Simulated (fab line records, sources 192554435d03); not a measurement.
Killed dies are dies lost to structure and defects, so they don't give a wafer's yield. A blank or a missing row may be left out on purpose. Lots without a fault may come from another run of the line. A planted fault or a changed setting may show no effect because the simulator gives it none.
A struck lot beside a sound one | flow n5_finfet | 14 steps out of a route of 1938
Sound: wafers L774.2, L774.5, L774.6. Struck: wafer L780.5. (L780.3, L780.4 of the same lot were not struck and are left out.) The cause comes at the end.
At each step with rows: each side's tool, then ch and its chambers, then its first start. Under that, the readings that differ: sound wafers | struck wafers | difference of the means | sigmas: that difference in standard deviations of wafers without a fault.
alike: readings whose means differ by less than 2 such deviations, and words and numbers that are the same on both sides. not compared: withheld readings, readings that some wafer has no value for, bounds like >300 that may hide the same value, and numbers for which the record gives no deviation and whose values overlap.
The two part at a step that has a row with sigmas, a row that says differs or no value, or rows on one side only. Numbers that don't overlap but have no deviation are shown without sigmas and don't part them. A reading that every wafer of one side lacks parts them only if that side has two wafers or more.

N5_BEOL_M15_SPUTTER_45: material Cu, target thk 100 nm, time 16.67 s.
  sound on pvd_sputter-03, day 14 23:05; struck on pvd_sputter-03, day 16 07:40
  alike: throttle_valve_pct
then, 1 step without rows for these wafers: N5_BEOL_M15_ECD_47 (material Cu, target thk 1860 nm).
N5_BEOL_M15_ANNEAL_48: time 90 s.
  sound on rtp_anneal-01 ch 0, day 14 23:32; struck on rtp_anneal-02 ch 0, day 16 08:07
  alike: wafer_temp_C_max
N5_BEOL_M15_CMP_49: polishes, stops on SiO2, t overpolish 4.9 s, target thk 850 nm.
  sound on cmp-03 ch 0,1, day 14 23:49; struck on cmp-03 ch 2, day 16 08:20
  alike: barrier_field_endpoint_s, head_pressure_psi, motor_current_A, overpolish_run_s, platen_rpm, slurry_filter_dp_kPa
N5_BEOL_M15_THK_MEAS_50: measures by xrf.
  sound on film_metro-01, day 15 00:04; struck on film_metro-01, day 16 08:38
  reading      | sound       | struck | difference | sigmas
  M15_THK (nm) | 835 838 843 | 811    | -28        | -2
then, 2 steps without rows for these wafers: N5_BEOL_M15_PRE_CLEAN_52 (time 15 s); N5_BEOL_M15_DEP_53 (deposits SiCN from 3MS/NH3, target thk 50 nm, time 17.8 s).
N5_BEOL_M15_RS_MEAS_54: measures by four-point-probe.
  sound on film_metro-01, day 15 00:12; struck on film_metro-02, day 16 08:46
  reading         | sound                | struck | difference | sigmas
  M15_RS (ohm/sq) | 0.0219 0.0219 0.0218 | 0.0227 | +0.0008    | +3
N5_BEOL_M15_INSPECT_55: inspects for defects (darkfield).
  sound on defect_inspect-01, day 15 00:14; struck on defect_inspect-02, day 16 08:47
  alike: raw_defect_count
N5_BEOL_M15_RC_MEAS_101:
  sound on prober-02 ch 0, day 15 00:25; struck on prober-02 ch 0, day 16 09:07
  reading           | sound                      | struck   | difference | sigmas
  COMB_M12 (S/m)    | 6.6e-12 8e-12 6.7e-12      | 1.01e-11 | +3.00e-12  | +2
  COMB_M9 (S/m)     | 1.48e-11 1.62e-11 1.57e-11 | 2.29e-11 | +7.33e-12  | +3
  SERP_M10 (ohm/um) | 3.28 3.17 3.17             | 2.95     | -0.26      | -3
  alike: COMB_M10, COMB_M11, COMB_M13, COMB_M13_max_site, COMB_M14, COMB_M15, COMB_M5, COMB_M6, COMB_M7, COMB_M8, COMB_M8_max_site, SERP_M11, SERP_M12, SERP_M13, SERP_M14, SERP_M5, SERP_M6, SERP_M7, SERP_M8, SERP_M9
N5_PASSIVATION_PECVD_00: deposits SiO2 from SiH4/N2O, target thk 200 nm, time 11.2 s.
  sound on pecvd-01 ch 0,2, day 15 01:13; struck on pecvd-01 ch 1, day 16 09:46
  reading                | sound          | struck | difference | sigmas
  throttle_valve_pct (%) | 50.6 50.7 51.4 | 57.2   | +6.3       | +2
  alike: heater_power_w, showerhead_plenum_p_Torr
then, 1 step without rows for these wafers: N5_MIM_BOT_DEGAS_01 (time 60 s).
N5_MIM_BOT_SPUTTER_00: material TiN, target thk 35 nm, time 89.7 s.
  sound on pvd_sputter-01, day 15 01:25; struck on pvd_sputter-02, day 16 10:53
  reading                                     | sound          | struck | difference | sigmas
  model.TiN_of_MIM_BOT_SPUTTER_00.thk_nm (nm) | 34.8 34.4 34.8 | 50.8   | +16.1      |
  alike: throttle_valve_pct
N5_MIM_TOP_ALD_00: deposits Al2O3, purge time 3 s, co reactant pulse time 3 s.
  the record has rows for the sound wafers here (ald_hk-01 ch 0,2,3, day 15 01:31) and none for the struck ones

WHERE THEY PART
First at N5_BEOL_M15_THK_MEAS_50; last, within this record, at N5_MIM_TOP_ALD_00.

WHY: what the simulator had put in
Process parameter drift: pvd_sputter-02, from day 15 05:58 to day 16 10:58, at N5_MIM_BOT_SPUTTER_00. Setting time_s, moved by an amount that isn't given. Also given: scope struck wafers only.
